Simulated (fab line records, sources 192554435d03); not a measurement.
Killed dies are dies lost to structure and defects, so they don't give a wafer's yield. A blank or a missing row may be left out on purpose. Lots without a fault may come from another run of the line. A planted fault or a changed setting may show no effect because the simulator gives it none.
One fault seen from 2 desks | flow n5_finfet | each desk has only its own numbers; what lay behind them comes last

THE TOOL OWNER'S DESK: pecvd-02
The tool's own readings at N5_BEOL_M14_ILD_DEP_00 (deposits SiO2 from TEOS/O2, target thk 1119.3 nm, time 237.4 s): means of the sampled wafers that have a number, for each lot that ran on this tool. A lot is out of limits, marked OUT, if its mean lies more than 4 standard deviations from the usual mean; the brackets give that distance.
Columns: A = chamber_pressure_Torr at N5_BEOL_M14_ILD_DEP_00, usual 6.501 Torr; B = heater_power_outer_w at N5_BEOL_M14_ILD_DEP_00, usual 296 W; C = heater_power_w at N5_BEOL_M14_ILD_DEP_00, usual 552 W; D = showerhead_plenum_p_Torr at N5_BEOL_M14_ILD_DEP_00, usual 8.358 Torr; E = showerhead_vpp_V at N5_BEOL_M14_ILD_DEP_00, usual 1857 V; F = throttle_valve_pct at N5_BEOL_M14_ILD_DEP_00, usual 18.5 %
lot  | first seen here | A     | B   | C   | D     | E    | F
L534 | day 11 10:44    | 6.504 | 332 | 590 | 8.333 | 1906 | 18.9
L541 | day 13 10:37    | 6.506 | 363 | 634 | 8.324 | 1898 | 18.9
L551 | day 16 00:28    | 6.505 | 339 | 595 | 8.325 | 1888 | 18.9
L553 | day 17 01:11    | 6.502 | 375 | 649 | 8.353 | 1895 | 19.0
This desk's finding: nothing out of limits on any of the 4 lots.

THE METROLOGY DESK
What the gauges read, lot by lot, whatever tool the lot ran on: means of the sampled wafers that have a number. A lot is out of limits, marked OUT, if its mean lies more than 4 standard deviations from the usual mean; the brackets give that distance.
Columns: A = trench_depth_nm at N5_BEOL_M13_OCD_MEAS_35, usual 414 nm; B = cd_nm at N5_BEOL_M14_CD_MEAS_17, usual 251.1 nm
lot  | first seen here | A   | B
L532 | day 11 00:55    | 416 | 251.2
L534 | day 11 08:56    | 417 | 251.8
L535 | day 11 13:06    | 407 | 250.4
L533 | day 11 14:09    | 418 | 249.5
L536 | day 11 19:10    | 414 | 251.2
L537 | day 11 21:59    | 414 | 252.4
L538 | day 12 17:11    | 418 | 253.3
L539 | day 12 19:09    | 417 | -
L540 | day 12 20:22    | 415 | -
L541 | day 13 05:28    | 417 | 250.0
L551 | day 15 20:27    | 415 | 251.4
L554 | day 16 09:45    | 412 | 250.2
L553 | day 16 21:24    | 413 | 251.5
L555 | day 16 22:52    | 413 | 253.2
This desk's finding: nothing out of limits on any of the 14 lots.

PUT TOGETHER
The tool owner's desk saw nothing out of limits.
The metrology desk saw nothing out of limits.

WHAT THE SIMULATOR HAD PUT IN
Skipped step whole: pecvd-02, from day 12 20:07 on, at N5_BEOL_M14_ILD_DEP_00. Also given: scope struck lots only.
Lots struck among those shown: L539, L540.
